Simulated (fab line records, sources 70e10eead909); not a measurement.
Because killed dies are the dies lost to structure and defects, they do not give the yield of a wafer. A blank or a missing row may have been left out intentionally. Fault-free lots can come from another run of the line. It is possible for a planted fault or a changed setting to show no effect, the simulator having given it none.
Struck lot and sound lot, side by side	flow nand harc	18 out of 1302 route steps
Sound: the wafers L166.1, L166.2, L166.5. Struck: wafers L170.2, L170.5, L170.6. Last of all comes the cause.
Order at every step that has rows: each side's tool, ch and its chambers, its first start. Under that, the readings that differ: sound wafers	struck wafers	difference of the means	sigmas: that difference in standard deviations of wafers without a fault.
alike: words and numbers the same on both sides, and readings whose means are apart by under 2 such deviations; not compared: readings that were withheld, readings missing a value for some wafer, numbers with overlapping values and no deviation given by the record, and bounds like >300 which may hide the same value.
The two part at a step that has a row with sigmas, a row that says differs or no value, or rows on one side only. Non-overlapping numbers with no deviation appear without sigmas and do not part them. Lack of a reading on every wafer of one side parts them only where that side has two or more wafers.

NHARC_P_GATE_CD_MEAS_46: the cd target is 720 nm.
  sound on cd sem-03 ch 0, day 5 18:13; struck on cd sem-01 ch 0, day 7 17:43
  alike: cd nm
then, 1 step without rows for these wafers: NHARC_P_GATE_HARDBAKE_47 (time 80 s).
NHARC_P_GATE_DESCUM_48: chemistry O2, time 3 s.
  sound on rie diel-06 ch 0,1,3, day 5 18:23; struck on rie diel-08 ch 0,1,2, day 7 17:55
reading	sound	struck	difference	sigmas
rf vpp V (V)	57.7 59.1 57.7	55.4 57.0 56.5	-1.9	-2
  alike: drypump motor current A, o2 flow sccm, oes product au, showerhead plenum p Torr, throttle valve pct
  not compared: rf hours counter h
after that, 1 step had no rows for these wafers: NHARC_P_GATE_IMPLANT_49.
NHARC_P_GATE_STRIP_111: strips in N2/H2, time 250 s.
  sound on plasma asher-02 ch 0,1, day 5 18:52; struck on plasma asher-02 ch 0,1, day 7 18:17
  alike: drypump motor current A, heater power w
  not compared: rf hours counter h
NHARC_P_GATE_STRIP_75: strips in O2.
  sound on plasma asher-02 ch 0,1, day 5 19:10; struck on plasma asher-02 ch 0,1, day 7 18:35
  alike: drypump motor current A, heater power w
  not compared: rf hours counter h
then, 6 steps without rows for these wafers: NHARC_P_GATE_STRIP_50 (strips in SPM, time 900 s); NHARC_P_GATE_DEHYDRATE_51 (time 120 s); NHARC_P_GATE_HMDS_52 (time 30 s); NHARC_P_GATE_COAT_53; NHARC_P_GATE_SOFTBAKE_54 (time 95 s); NHARC_P_GATE_EBR_55.
NHARC_P_GATE_EXPOSE_56: exposes mask P PSD, target cd 720 nm.
  sound on krf scanner-03 ch 0, day 5 19:56; struck on krf scanner-03 ch 0, day 7 19:21
reading	sound	struck	difference	sigmas
mask	P_PSD#0 P_PSD#0 P_PSD#0	P_PSD_R1#0 P_PSD_R1#0 P_PSD_R1#0	differs	
then, 2 steps without rows for these wafers: NHARC_P_GATE_PEB_57 (peb time 85 s); NHARC_P_GATE_DEVELOP_58 (time 70 s).
NHARC_P_GATE_CD_MEAS_59: the cd target is 720 nm.
  sound on cd sem-01 ch 0, day 5 20:05; struck on cd sem-02 ch 0, day 7 19:31
reading	sound	struck	difference	sigmas
cd nm (nm)	720.3 720.4 719.2	739.2 738.8 735.8	+18.0	+7
then, 2 steps without rows for these wafers: NHARC_P_GATE_HARDBAKE_60 (time 80 s); NHARC_END_SORT_01.

WHERE THEY PART
Earliest at NHARC_P_GATE_DESCUM_48; latest, in this record, at NHARC_P_GATE_CD_MEAS_59.

WHY: what the simulator had put in
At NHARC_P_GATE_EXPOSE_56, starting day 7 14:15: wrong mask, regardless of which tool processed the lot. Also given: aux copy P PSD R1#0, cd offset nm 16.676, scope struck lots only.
